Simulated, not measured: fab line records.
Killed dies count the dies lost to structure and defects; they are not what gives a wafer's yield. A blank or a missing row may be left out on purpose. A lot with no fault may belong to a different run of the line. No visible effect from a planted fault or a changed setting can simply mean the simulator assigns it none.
One fault seen from 2 desks | flow n5_finfet | what lay behind the numbers comes last; until then each desk has only its own

== DESK OF THE TOOL OWNER: rie_diel-06 ==
The tool's own readings at N5_BEOL_M3_ETCH_77 (etches underlayer in N2/H2, target depth 6.5 nm, time 5.2 s): means of the sampled wafers that have a number, for each lot that ran on this tool. Marked OUT: a lot whose mean sits more than 4 standard deviations from the usual mean, which makes it out of limits; the brackets give that distance.
Columns: A = drypump_motor_current_A at N5_BEOL_M3_ETCH_77, usual 5.8 A; B = etch_rf_on_time_s at N5_BEOL_M3_ETCH_77, usual 5.18 s; C = h2_flow_sccm at N5_BEOL_M3_ETCH_77, usual 200.2 sccm; D = oes_product_au at N5_BEOL_M3_ETCH_77, usual 0.68 a.u.; E = rf_vpp_V at N5_BEOL_M3_ETCH_77, usual 523.0 V; F = showerhead_plenum_p_Torr at N5_BEOL_M3_ETCH_77, usual 2.51 Torr; G = throttle_valve_pct at N5_BEOL_M3_ETCH_77, usual 17.90 %
lot  | first seen here | A   | B    | C               | D    | E     | F    | G
L190 | day 8 22:58     | 5.7 | 5.28 | 198.9           | 0.69 | 520.8 | 2.46 | 17.84
L197 | day 10 06:55    | 5.3 | 5.00 | 199.8           | 0.85 | 530.0 | 2.75 | 17.89
L200 | day 11 08:20    | 5.6 | 4.91 | 220.2 (+32) OUT | 0.74 | 523.9 | 2.61 | 18.43
L203 | day 12 02:40    | 5.6 | 4.91 | 220.2 (+32) OUT | 0.71 | 522.5 | 2.59 | 18.55
This desk's finding: out of limits on L200, L203; first on L200, day 11 08:20 (h2_flow_sccm at N5_BEOL_M3_ETCH_77). Within limits: L190, L197.

== AT THE METROLOGY DESK ==
What the gauges read, lot by lot, whatever tool the lot ran on: means of the sampled wafers that have a number. Marked OUT: a lot whose mean sits more than 4 standard deviations from the usual mean, which makes it out of limits; the brackets give that distance. Shown here are 7 of its 10 readings, the ones lying furthest out on some lot.
Columns: A = DIBL_N at N5_BEOL_M4_RC_MEAS_101, usual 35.8 mV/V; B = DIBL_P at N5_BEOL_M4_RC_MEAS_101, usual 35.3 mV/V; C = IOFF_P at N5_BEOL_M4_RC_MEAS_101, usual 0.21 nA/um; D = ION_N at N5_BEOL_M4_RC_MEAS_101, usual 676 uA/um; E = ION_P at N5_BEOL_M4_RC_MEAS_101, usual 463 uA/um; F = VT_N at N5_BEOL_M4_RC_MEAS_101, usual 250 mV; G = VT_P at N5_BEOL_M4_RC_MEAS_101, usual -249.8 mV
lot  | first seen here | A    | B    | C    | D   | E   | F   | G
L185 | day 8 08:11     | 37.9 | 39.3 | 0.25 | 697 | 478 | 242 | -246.0
L187 | day 9 01:29     | 35.6 | 36.1 | 0.22 | 675 | 464 | 249 | -248.1
L191 | day 9 20:19     | 36.2 | 38.0 | 0.22 | 666 | 457 | 250 | -249.2
L192 | day 9 21:51     | 34.6 | 34.4 | 0.20 | 676 | 462 | 250 | -249.9
L190 | day 10 00:14    | 38.0 | 37.2 | 0.26 | 688 | 474 | 249 | -247.8
L193 | day 10 15:54    | 37.2 | 35.2 | 0.20 | 677 | 463 | 251 | -251.5
L197 | day 11 07:35    | 37.4 | 37.1 | 0.21 | 680 | 457 | 247 | -249.6
L200 | day 12 01:48    | 35.9 | 35.7 | 0.21 | 685 | 466 | 249 | -252.2
L203 | day 13 05:27    | 35.4 | 36.0 | 0.22 | 679 | 472 | 249 | -248.5
This desk's verdict: no lot among the 9 shows anything out of limits.

== TAKEN TOGETHER ==
The tool owner's desk had the chance to raise an alarm at day 11 08:20 on L200, L203.
Nothing out of limits was seen by the metrology desk.
The metrology desk has L200, L203 on record, within its limits.
All the named lots went through N5_BEOL_M3_ETCH_77 on rie_diel-06.

== WHAT HAD BEEN PUT IN BY THE SIMULATOR ==
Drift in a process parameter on rie_diel-06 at N5_BEOL_M3_ETCH_77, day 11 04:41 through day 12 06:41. The setting h2_flow_sccm was moved by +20, starting from 200. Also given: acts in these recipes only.
Shown lots that were struck: L200, L203.
Each desk's first reading out of limits, in hours after the fault started: the tool owner's desk, 4.
